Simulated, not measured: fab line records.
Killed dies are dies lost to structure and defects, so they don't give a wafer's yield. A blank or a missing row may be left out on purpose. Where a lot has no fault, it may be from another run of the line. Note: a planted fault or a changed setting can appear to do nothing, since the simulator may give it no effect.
Problem report, 8D (eight disciplines) form, completed by code | flow nand-harc | the parts of the form that need people (team, actions taken, sign-off) are left out

## 1. WHAT WENT WRONG
At NHARC_END_SORT_01, killed-at-periphery averages 640.5 over 6 wafers from 2 lots, while fault-free wafers read 3.2, standard deviation 2. That is +99 or more standard deviations from the usual mean.
Earliest sighting: wafer L658.2 on prober-01 at day 22 07:37. The record has a number at this step for 18 wafers belonging to 6 lots. Rule for "out", or "out of limits": more than 4 standard deviations from the usual mean. The rest of the wafers with a number are treated as sound.

## 2. WHAT IT IS AND WHAT IT IS NOT
question                    | is                                                                                                                      | is not
which readings at this step | killed-at-periphery, defect-limited-yield, killed-dies, sort_bin_2_pct, sort-n-pass, sort-rim-yield-pct, sort-yield-pct | killed-at-array, killed-at-other, killed-short, sort_bin_3_pct, sort_bin_4_pct
which lots                  | L655, L658                                                                                                              | L645, L646, L648, L665
which wafers of those lots  | all that have a number                                                                                                  | -
read on which gauges        | prober-01                                                                                                               | prober-02
when                        | from day 22 07:37                                                                                                       | up to then (9 sound wafers); but 3 sound wafers of L665 came after

## 3. WHAT RULES OUT EACH SUSPECT
Counting: a tool at any process step up to the reading remains a suspect when it ran all the lots that are out and ran no sound lot after the first of those.
- the gauge at NHARC_END_SORT_01: kept. All the wafers that are out were read on prober-01, and no step on other tools shows them out.
- pvd-sputter-01 at NHARC_P_M2_PVD_21 (deposits Cu, target thk 30 nm, time 20.49 s): kept. It ran every lot that is out, first L658 (day 9 19:02), and no sound lot after that.
Left after counting: pvd-sputter-01 at NHARC_P_M2_PVD_21, prober-01 at NHARC_END_SORT_01.

## 4. THE CAUSE (what the simulator had put in)
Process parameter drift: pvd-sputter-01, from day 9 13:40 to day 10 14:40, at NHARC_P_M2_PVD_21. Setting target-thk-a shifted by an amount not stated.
Counting left 2 suspects, and this tool is among them.

## 5. SEQUENCE OF EFFECTS, ordered by route
Each row: a reading where the mean over the struck wafers with a number is more than 3 standard deviations away from the usual. Scope: only readings with a usual standard deviation given in the record; hours: median across lots of the time from each lot's start at the first step in this table that gives one to its start at this step; sigmas: change in usual standard deviations.
hours | step              | reading              | usual  | on struck wafers | change | sigmas
0     | NHARC_END_SORT_01 | defect-limited-yield | 95.1 % | 0.0              | -95.1  | -59
0     | NHARC_END_SORT_01 | killed-at-periphery  | 3.2    | 640.5            | +637.3 | +99 or more
0     | NHARC_END_SORT_01 | killed-dies          | 33     | 677              | +644   | +59
0     | NHARC_END_SORT_01 | sort_bin_2_pct       | 1.6 %  | 96.0             | +94.4  | +99 or more
0     | NHARC_END_SORT_01 | sort-n-pass          | 644    | 0                | -644   | -59
0     | NHARC_END_SORT_01 | sort-rim-yield-pct   | 96.3 % | 0.0              | -96.3  | -39
0     | NHARC_END_SORT_01 | sort-yield-pct       | 95.1 % | 0.0              | -95.1  | -59

## 6. WHAT WOULD HAVE CAUGHT IT SOONER
306 hours passed between the start of the fault at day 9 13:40 and the first reading out of limits at a measuring or inspecting step in this record, taken at day 22 07:37.
An alarm limit of 4 standard deviations would not have fired on the tool readings at NHARC_P_M2_PVD_21 for which the record gives a usual standard deviation, since none of them was out on any struck wafer.
By day 22 07:37 the whole set of lots that are out, 2 in number, had already begun NHARC_P_M2_PVD_21 on pvd-sputter-01. Tool hold at that time: it would have spared none of them.
